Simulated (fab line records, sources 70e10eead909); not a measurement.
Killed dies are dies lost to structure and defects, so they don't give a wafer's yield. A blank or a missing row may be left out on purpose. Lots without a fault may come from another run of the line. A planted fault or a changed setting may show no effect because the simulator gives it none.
Which tool did it? | flow nand_harc | 12 lots, 36 wafers sampled, at 5 steps of a route of 1159

WHAT THE GAUGES READ, wafer by wafer
NHARC_P_CONTACT_OVL_MEAS_13.
lot  | measured     | on         | overlay_x_nm (nm) | overlay_y_nm (nm)
L800 | day 5 13:41  | overlay-01 | -0.4 -0.1 -0.1    | -0.7 -0.5 -0.1
L803 | day 6 06:14  | overlay-02 | -0.4 -0.6 0.5     | 1.0 1.1 0.8
L802 | day 6 06:43  | overlay-01 | -0.5 -0.9 0.0     | 0.9 0.2 0.6
L804 | day 6 09:21  | overlay-02 | 0.4 0.2 0.0       | -0.9 -1.3 -0.8
L806 | day 6 17:56  | overlay-02 | 0.6 -0.1 0.5      | -0.8 -0.6 -0.7
L805 | day 6 18:19  | overlay-01 | -0.9 -1.6 -1.4    | 0.2 0.2 -0.2
L808 | day 7 18:31  | overlay-01 | 0.5 0.3 0.0       | 0.3 -0.1 0.4
L812 | day 8 21:04  | overlay-01 | -1.2 -0.7 -1.4    | -1.3 -0.7 -0.8
L815 | day 9 00:46  | overlay-01 | -1.3 -0.8 -0.4    | -0.8 -1.3 -1.6
L820 | day 10 15:59 | overlay-02 | -1.3 -2.2 -0.7    | -1.5 -1.2 -1.5
L821 | day 10 21:14 | overlay-01 | -1.2 -1.8 -1.3    | 1.1 0.8 1.1
L822 | day 10 22:08 | overlay-01 | -1.1 -1.6 -1.1    | 0.8 -0.2 -0.1

NHARC_P_CONTACT_CD_MEAS_19.
lot  | measured     | on        | cd_nm (nm)
L800 | day 5 14:39  | cd_sem-02 | 87.6 89.7 90.6
L803 | day 6 07:22  | cd_sem-01 | 88.2 89.5 89.2
L802 | day 6 07:41  | cd_sem-02 | 89.7 88.3 88.6
L804 | day 6 10:28  | cd_sem-03 | 89.0 90.0 89.5
L806 | day 6 18:55  | cd_sem-02 | 88.6 87.7 90.1
L805 | day 6 19:26  | cd_sem-03 | 88.7 88.2 89.9
L808 | day 7 19:35  | cd_sem-03 | 92.8 88.1 92.3
L812 | day 8 22:02  | cd_sem-02 | 86.2 88.3 89.4
L815 | day 9 01:53  | cd_sem-01 | 87.0 88.5 85.7
L820 | day 10 16:57 | cd_sem-02 | 91.1 87.3 91.7
L821 | day 10 22:13 | cd_sem-02 | 88.2 89.3 84.0
L822 | day 10 23:11 | cd_sem-02 | 91.1 88.9 88.9

NHARC_END_SORT_01.
lot  | measured     | on        | killed_at_array | killed_at_other | killed_at_periphery | killed_dies | killed_open | killed_short
L812 | day 22 10:04 | prober-02 | 22 21 20        | 1 0 0           | 654 2 3             | 677 23 23   | 3 2 3       | 4 0 2
L815 | day 23 04:27 | prober-02 | 15 9 13         | 0 0 1           | 2 6 663             | 17 15 677   | 7 1 2       | 2 2 3

WHICH TOOL RAN EACH LOT (tool, then ch and the chambers of the sampled wafers, then the start)
lot  | NHARC_P_CONTACT_ETCH_36            | NHARC_P_CONTACT_STRIP_28
L800 | rie_diel-08 ch 1,3, day 5 13:59    | rie_diel-12 ch 0,1,2, day 5 14:44
L803 | rie_diel-12 ch 1,2, day 6 06:37    | rie_diel-12 ch 1,2, day 6 07:29
L802 | rie_diel-06 ch 1,2,3, day 6 07:01  | rie_diel-12 ch 1,2, day 6 07:47
L804 | rie_diel-12 ch 1,3, day 6 09:39    | rie_diel-06 ch 0,1,3, day 6 10:37
L806 | rie_diel-08 ch 0,1,2, day 6 18:19  | rie_diel-08 ch 0,3, day 6 19:00
L805 | rie_diel-12 ch 2,3, day 6 18:37    | rie_diel-08 ch 2,3, day 6 19:30
L808 | rie_diel-06 ch 1,2, day 7 18:49    | rie_diel-08 ch 1,2,3, day 7 19:40
L812 | rie_diel-12 ch 0,2, day 8 21:20    | rie_diel-08 ch 0,2,3, day 8 22:07
L815 | rie_diel-12 ch 0,1,3, day 9 01:06  | rie_diel-08 ch 0,1, day 9 01:58
L820 | rie_diel-08 ch 1,2,3, day 10 16:19 | rie_diel-08 ch 0,3, day 10 17:01
L821 | rie_diel-08 ch 0,1,2, day 10 21:31 | rie_diel-08 ch 1,2,3, day 10 22:19
L822 | rie_diel-08 ch 0,1,3, day 10 22:35 | rie_diel-12 ch 1,2,3, day 10 23:18
- NHARC_P_CONTACT_ETCH_36: etches the open film in N2/H2, target depth 260 nm, time 406.25 s.
- NHARC_P_CONTACT_STRIP_28: strips in O2.

WHAT THE TOOLS THEMSELVES READ (means of the sampled wafers that have a number; where no wafer has one, the mark that the record gives instead)
NHARC_P_CONTACT_ETCH_36.
lot  | tool        | drypump_motor_current_A (A) | oes_product_au (a.u.) | rf_vpp_V (V) | run_length_s (s) | showerhead_plenum_p_Torr (Torr) | throttle_valve_pct (%)
L800 | rie_diel-08 | 5.9                         | 0.996                 | 429.8        | 427.5            | 2.02                            | 14.176
L803 | rie_diel-12 | 5.1                         | 0.993                 | 429.0        | 427.3            | 2.00                            | 14.166
L802 | rie_diel-06 | 6.2                         | 1.002                 | 431.2        | 427.7            | 2.08                            | 14.166
L804 | rie_diel-12 | 5.1                         | 1.006                 | 429.8        | 427.3            | 2.04                            | 14.172
L806 | rie_diel-08 | 6.1                         | 0.996                 | 431.9        | 427.6            | 2.10                            | 14.173
L805 | rie_diel-12 | 5.7                         | 1.008                 | 432.4        | 427.6            | 2.11                            | 14.168
L808 | rie_diel-06 | 6.3                         | 1.005                 | 431.3        | 427.5            | 2.07                            | 14.173
L812 | rie_diel-12 | 5.9                         | 1.014                 | 431.0        | 386.4            | 2.04                            | 14.171
L815 | rie_diel-12 | 5.6                         | 1.005                 | 430.2        | 386.1            | 2.04                            | 14.166
L820 | rie_diel-08 | 6.0                         | 1.008                 | 431.1        | 427.4            | 2.08                            | 14.174
L821 | rie_diel-08 | 6.1                         | 1.004                 | 432.5        | 427.8            | 2.10                            | 14.173
L822 | rie_diel-08 | 6.0                         | 0.999                 | 430.4        | 428.1            | 2.04                            | 14.164

NHARC_P_CONTACT_STRIP_28.
lot  | tool        | drypump_motor_current_A (A) | oes_product_au (a.u.) | rf_vpp_V (V) | showerhead_plenum_p_Torr (Torr) | throttle_valve_pct (%)
L800 | rie_diel-12 | 5.6                         | 1.012                 | 58.0         | 3.47                            | 17.039
L803 | rie_diel-12 | 5.1                         | 0.999                 | 57.6         | 3.46                            | 17.033
L802 | rie_diel-12 | 5.1                         | 1.004                 | 57.7         | 3.46                            | 17.042
L804 | rie_diel-06 | 6.1                         | 1.001                 | 58.0         | 3.52                            | 17.037
L806 | rie_diel-08 | 5.8                         | 1.004                 | 57.7         | 3.48                            | 17.026
L805 | rie_diel-08 | 5.9                         | 1.015                 | 58.2         | 3.62                            | 17.036
L808 | rie_diel-08 | 6.0                         | 1.006                 | 57.6         | 3.60                            | 17.037
L812 | rie_diel-08 | 5.8                         | 1.007                 | 57.8         | 3.55                            | 17.041
L815 | rie_diel-08 | 6.3                         | 1.004                 | 57.9         | 3.61                            | 17.035
L820 | rie_diel-08 | 5.8                         | 1.001                 | 58.1         | 3.48                            | 17.038
L821 | rie_diel-08 | 6.0                         | 1.003                 | 58.0         | 3.59                            | 17.037
L822 | rie_diel-12 | 5.4                         | 1.003                 | 58.0         | 3.57                            | 17.043

THE ANSWER, worked out from the rows above alone
Rule: what is usual is taken from the lots themselves. Put in order of their means at a reading, lots are off if they are a third of the lots or fewer, leave a main group of 4 or more, and stand apart from it by a gap of 3 or more times the standard deviation of the main group's means; of several such gaps the widest counts. A main group whose means are all the same, to the digits that the tables above print for the reading, isn't used. A lot without any number at a reading at which 4 lots or more have one is off too. The other lots that the step has rows for count as sound. The gauges are gone through in route order, then the tools' own readings, and for those a lot's mean is taken as printed above. The first step at which some lot is off is used, and at that step the reading that is off furthest; a lot without a number counts as furthest.
Off: L812, L815, at NHARC_P_CONTACT_ETCH_36 (run_length_s). The main group: mean 427.6 s, standard deviation 0.23.
A tool fits if, at that step or a process step before it, it ran every lot that is off, and no sound lot after the first of them. One fits: rie_diel-12 at NHARC_P_CONTACT_ETCH_36. Its last sound lot is L805 (day 6 18:37), its first lot that is off L812 (day 8 21:20): a fault that began between those two fits.
The tool's own readings at NHARC_P_CONTACT_ETCH_36 bear it out: on the lots that are off they differ by more than 5 times the standard deviation of the sound lots' means. run_length_s reads 386.2 s there against 427.6 s on the sound lots.

WHAT THE SIMULATOR HAD PUT IN
Process parameter drift: rie_diel-12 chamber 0, from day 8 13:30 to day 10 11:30, at NHARC_P_CONTACT_ETCH_36. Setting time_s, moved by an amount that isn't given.
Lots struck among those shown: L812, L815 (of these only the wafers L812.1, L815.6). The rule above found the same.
